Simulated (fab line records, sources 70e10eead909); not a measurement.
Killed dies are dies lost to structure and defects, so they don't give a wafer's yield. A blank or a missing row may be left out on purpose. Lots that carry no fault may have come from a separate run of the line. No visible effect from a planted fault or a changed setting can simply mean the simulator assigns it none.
Code-filled problem report in 8D (eight disciplines) form :: flow nandHarc :: the parts of the form that need people (team, actions taken, sign-off) are left out

1. THE ISSUE
A mean of 95.7 % is read at NHARC_END_SORT_01 for sort_bin_2_pct, taken on 1 wafer of 1 lot, against 2.4 % (standard deviation 0.71) on wafers free of any fault. So: +99 or more standard deviations from the usual mean.
The first sign was on wafer L535.2 at day 31 01:19, on prober-01. The record holds 3 wafers of 1 lot with a number at this step. By rule, "out" or "out of limits" means more than 4 standard deviations away from the usual mean. The rest of the wafers with a number are treated as sound.

2. WHAT THIS IS AND IS NOT
question: which readings at this step
is: sort_bin_2_pct, defectLimitedYield, killedAtArray, killedDies, sortNPass, sortRimYieldPct, sortYieldPct
is not: killedAtOther, killedAtPeriphery, killedOpen, killedShort, sort_bin_3_pct, sort_bin_4_pct

question: which lots
is: L535
is not: -

question: which wafers of those lots
is: L535.2
is not: L535.1, L535.3

question: read on which gauges
is: prober-01
is not: -

question: when
is: from day 31 01:19
is not: up to then (1 sound wafer); but 1 sound wafer of L535 came after

3. SUSPECTS, AND WHAT RULES EACH OUT
Counting: any tool at a process step up to the reading remains a suspect provided it ran every lot that is out. Sound lots after the first of them don't rule it out here, since some wafers of a struck lot are sound.
- the gauge at NHARC_END_SORT_01: kept. All the wafers that are out were read on prober-01, and no step on other tools shows them out.
- pecvd-02 at NHARC_A_M0_DEP_00 (deposits SiOC, target thk 150 nm): kept. It ran the lot that is out, L535 (day 29 03:24).
- rieDiel-01 at NHARC_A_BONDPAD_STRIP_15 (strips in O2): kept. It ran the lot that is out, L535 (day 29 13:27).
- rieDiel-03 at NHARC_THIN_TSV_DESCUM_14 (chemistry O2, time 3 s): kept. It ran the lot that is out, L535 (day 30 09:40).
- Within pecvd-02 at NHARC_A_M0_DEP_00: the wafers that are out ran in chamber 1; their sound lot-mates ran in chambers 0, 2.
Left after counting: pecvd-02 at NHARC_A_M0_DEP_00, rieDiel-01 at NHARC_A_BONDPAD_STRIP_15, rieDiel-03 at NHARC_THIN_TSV_DESCUM_14, prober-01 at NHARC_END_SORT_01.

4. THE CAUSE (what the simulator had put in)
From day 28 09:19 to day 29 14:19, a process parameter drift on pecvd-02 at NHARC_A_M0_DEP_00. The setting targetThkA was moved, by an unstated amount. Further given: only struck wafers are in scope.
Counting left 4 suspects, and this tool is among them.

5. SEQUENCE OF EFFECTS, ordered by route
One row per reading whose mean, taken over the struck wafers that have a number, lies over 3 standard deviations from the usual. Only readings for which the record gives a usual standard deviation are gone through. hours: the time from each lot's start at the first step in this table that gives one to its start at this step, as a median over the lots. sigmas: the change in usual standard deviations.
hours: 0
step: NHARC_END_SORT_01
reading: defectLimitedYield
usual: 93.3 %
on struck wafers: 0.0
change: -93.3
sigmas: -62

hours: 0
step: NHARC_END_SORT_01
reading: killedAtArray
usual: 41
on struck wafers: 669
change: +628
sigmas: +63

hours: 0
step: NHARC_END_SORT_01
reading: killedDies
usual: 46
on struck wafers: 677
change: +631
sigmas: +63

hours: 0
step: NHARC_END_SORT_01
reading: sort_bin_2_pct
usual: 2.4 %
on struck wafers: 95.7
change: +93.3
sigmas: +99 or more

hours: 0
step: NHARC_END_SORT_01
reading: sortNPass
usual: 631
on struck wafers: 0
change: -631
sigmas: -63

hours: 0
step: NHARC_END_SORT_01
reading: sortRimYieldPct
usual: 86 %
on struck wafers: 0
change: -86
sigmas: -19

hours: 0
step: NHARC_END_SORT_01
reading: sortYieldPct
usual: 93.3 %
on struck wafers: 0.0
change: -93.3
sigmas: -62

6. WHAT WOULD HAVE CAUGHT IT SOONER
The first out-of-limits reading at a measuring or inspecting step in this record came at day 31 01:19, 64 hours after the fault's start at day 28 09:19.
Lots out: 1; all had begun NHARC_A_M0_DEP_00 on pecvd-02 by day 31 01:19. Holding the tool at that point would not have protected any of them.
